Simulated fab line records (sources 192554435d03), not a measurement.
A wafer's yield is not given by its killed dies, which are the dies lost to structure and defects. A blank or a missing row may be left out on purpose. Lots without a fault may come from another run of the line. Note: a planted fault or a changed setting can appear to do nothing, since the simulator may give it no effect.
Split-lot trial ; flow n5Finfet ; route with 1938 steps; 7 lots, 39 wafers read

THE SPLIT
At N5_BEOL_M15_TRENCH_ETCH_34 (etches SiO2 in C4F8/O2/Ar, target depth 872.93 nm, time 199 s), the setting timeS was moved away from the recipe's 199 s on 15 of the 39 wafers read, by -52.3% to +18.9%. For the rest of the wafers, this setting stayed at what the recipe calls for.

FROM THE SPLIT TO THE READING: what the file shows between them, 7 steps
- N5_BEOL_M15_STRIP_36: strips in O2
- N5_BEOL_M15_ECD_47: material Cu, target thk 1860 nm
- N5_BEOL_M15_ANNEAL_48: time 90 s
- N5_BEOL_M15_CMP_49: polishes, stops on SiO2, t overpolish 4.9 s, target thk 850 nm
- N5_BEOL_M15_THK_MEAS_50: measures by xrf
- N5_BEOL_M15_PRE_CLEAN_52: time 15 s
- N5_BEOL_M15_DEP_53: deposits SiCN from 3MS/NH3, target thk 50 nm, time 17.8 s

THE READING
Measured at N5_BEOL_M15_RS_MEAS_54 by four-point probe: M15_RS, in ohm/sq. On this fab line, fault-free wafers typically give 0.0215 ohm/sq with a standard deviation of 0.00048 ohm/sq.

wafer;tool, chamber at the split;timeS as run, s;against the recipe;M15_RS, ohm/sq;against lot-mates on the recipe
L076.1;rieDiel-03, 3;199;recipe;0.0216;-
L076.2;rieDiel-03, 1;236.7;+18.9%;0.0182;-0.0030
L076.3;rieDiel-03, 0;199;recipe;0.0211;-
L076.4;rieDiel-03, 2;199;recipe;0.0208;-
L076.5;rieDiel-03, 2;236.7;+18.9%;0.0175;-0.0037
L076.6;rieDiel-03, 1;236.7;+18.9%;0.0185;-0.0027
L078.1;rieDiel-03, 1;199;recipe;0.0219;-
L078.2;rieDiel-03, 0;199;recipe;0.0212;-
L078.3;rieDiel-03, 2;124.6;-37.4%;0.0341;+0.0127
L078.4;rieDiel-03, 3;124.6;-37.4%;0.0353;+0.0139
L078.5;rieDiel-03, 3;124.6;-37.4%;0.0355;+0.0141
L078.6;rieDiel-03, 2;199;recipe;0.0211;-
L084.1;rieDiel-03, 0;199;recipe;0.0211;-
L084.2;rieDiel-03, 1;199;recipe;0.0220;-
L084.6;rieDiel-03, 0;199;recipe;0.0213;-
L087.1;rieDiel-01, 3;199;recipe;0.0225;-
L087.2;rieDiel-01, 0;199;recipe;0.0213;-
L087.3;rieDiel-01, 2;199;recipe;0.0213;-
L087.4;rieDiel-01, 1;199;recipe;0.0218;-
L087.5;rieDiel-01, 0;199;recipe;0.0212;-
L087.6;rieDiel-01, 1;199;recipe;0.0218;-
L093.1;rieDiel-01, 2;199;recipe;0.0212;-
L093.2;rieDiel-01, 0;114.4;-42.5%;0.0380;+0.0169
L093.3;rieDiel-01, 3;114.4;-42.5%;0.0404;+0.0193
L093.4;rieDiel-01, 0;199;recipe;0.0211;-
L093.5;rieDiel-01, 2;199;recipe;0.0211;-
L093.6;rieDiel-01, 3;114.4;-42.5%;0.0404;+0.0193
L097.1;rieDiel-06, 3;199;recipe;0.0216;-
L097.2;rieDiel-06, 1;135.6;-31.9%;0.0322;+0.0107
L097.3;rieDiel-06, 2;199;recipe;0.0214;-
L097.4;rieDiel-06, 0;135.6;-31.9%;0.0330;+0.0115
L097.5;rieDiel-06, 1;135.6;-31.9%;0.0323;+0.0108
L097.6;rieDiel-06, 2;199;recipe;0.0214;-
L096.1;rieDiel-03, 2;94.9;-52.3%;0.0463;+0.0249
L096.2;rieDiel-03, 0;94.9;-52.3%;0.0469;+0.0255
L096.3;rieDiel-03, 1;199;recipe;0.0217;-
L096.4;rieDiel-03, 3;199;recipe;0.0212;-
L096.5;rieDiel-03, 0;94.9;-52.3%;0.0466;+0.0252
L096.6;rieDiel-03, 1;199;recipe;0.0214;-

FIT RESULTS
A straight line over all 39 wafers: M15_RS changes by -0.000402 ohm/sq for each +1% of timeS; r = -0.98; the points scatter about the line by 0.0018 ohm/sq.
The same after taking each lot's own level away (the mean of its wafers on the recipe; 39 wafers): -0.000402 ohm/sq for each +1%; r = -0.98; scatter 0.0019 ohm/sq.
That fit puts the effect of the largest move of timeS on the reading at 0.021 ohm/sq.
Across the lots, their own levels run from 0.02113 to 0.02165 ohm/sq, a range of 1.1 times the standard deviation given above.
Hence the lot-to-lot level has little effect on the slope; both slopes agree.
Check: with one of the wafers moved furthest among these (-52.3%) left out of the fit, the line predicts +0.0211 ohm/sq for it against its lot-mates. It came out at +0.0249 ohm/sq against them.

THE WHOLE CHAIN: every reading that the file lists as answering this split, in the file's order
step;what it does;reading;change (the file's fit);r (the file's)
N5_BEOL_M15_TRENCH_ETCH_34;etches SiO2 in C4F8/O2/Ar, target depth 872.93 nm, time 199 s;etch.depthNm (the simulator's own value, which no gauge read);+8.84 nm for each +1% of the setting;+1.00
N5_BEOL_M15_TRENCH_ETCH_34;etches SiO2 in C4F8/O2/Ar, target depth 872.93 nm, time 199 s;coat_of_BEOL_M15_COAT_22.thkNm (the simulator's own value, which no gauge read);-1.78 nm for each +1% of the setting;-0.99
N5_BEOL_M15_CMP_49;polishes, stops on SiO2, t overpolish 4.9 s, target thk 850 nm;Cu_of_BEOL_M15_ECD_47.thkNm (the simulator's own value, which no gauge read);+8.85 nm for each +1% of the setting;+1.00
N5_BEOL_M15_THK_MEAS_50;measures by xrf;M15_THK;+9.03 for each +1% of the setting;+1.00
N5_BEOL_M15_RS_MEAS_54;measures by four-point-probe;M15_RS;-0.000413 for each +1% of the setting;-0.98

FILE'S OWN FIT
M15_RS changes by -0.000413 ohm/sq for each +1% of timeS, r = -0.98.
